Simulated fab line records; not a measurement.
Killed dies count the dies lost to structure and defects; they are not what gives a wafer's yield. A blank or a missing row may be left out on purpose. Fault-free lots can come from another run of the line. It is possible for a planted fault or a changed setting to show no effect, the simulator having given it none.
Matching of chambers | flow nand harc | NHARC_P_M1_DEP_33 on pecvd-03: 3 sister chambers
The step deposits SiCN, target thk 30 nm. 3 wafers are shown with their chamber, then 8 later ones without.

WAFERS, EACH WITH ITS CHAMBER
wafer  | chamber | heater power w (W)
L086.1 | 2       | 538
L086.4 | 1       | 460
L090.1 | 0       | 617

WAFERS MISSING THEIR CHAMBER
wafer  | heater power w (W)
L090.2 | 557
L090.6 | 538
L093.2 | 577
L093.5 | 589
L093.6 | 539
L097.4 | 478
L097.5 | 555
L097.6 | 612

WHICH CHAMBER EACH WENT THROUGH
wafer  | from the rows above     | in truth
L090.2 | 2                       | 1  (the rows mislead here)
L090.6 | 2                       | 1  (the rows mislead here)
L093.2 | can't be placed: 2 or 0 | 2
L093.5 | can't be placed: 0 or 2 | 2
L093.6 | 2                       | 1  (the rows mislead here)
L097.4 | 1                       | 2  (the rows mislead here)
L097.5 | 2                       | 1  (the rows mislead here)
L097.6 | 0                       | 0
Placed correctly: 1 of 8. Can't be placed from these rows: 2 (the true chamber is among the candidates in 2). Wrongly placed: 5.
How it was worked out, from the rows above alone: a wafer's distance from a chamber is the root of the sum, over the readings, of the square of ((its reading less the chamber's mean) divided by the reading's scatter). If the next closest chamber is less than 2 further off than the closest, the wafer can't be placed; otherwise it belongs to the closest. A chamber's mean is the mean of its shown wafers. The scatter: with one shown wafer a chamber, the root of the mean of the squares of how far each hidden wafer lies from its nearest shown one.
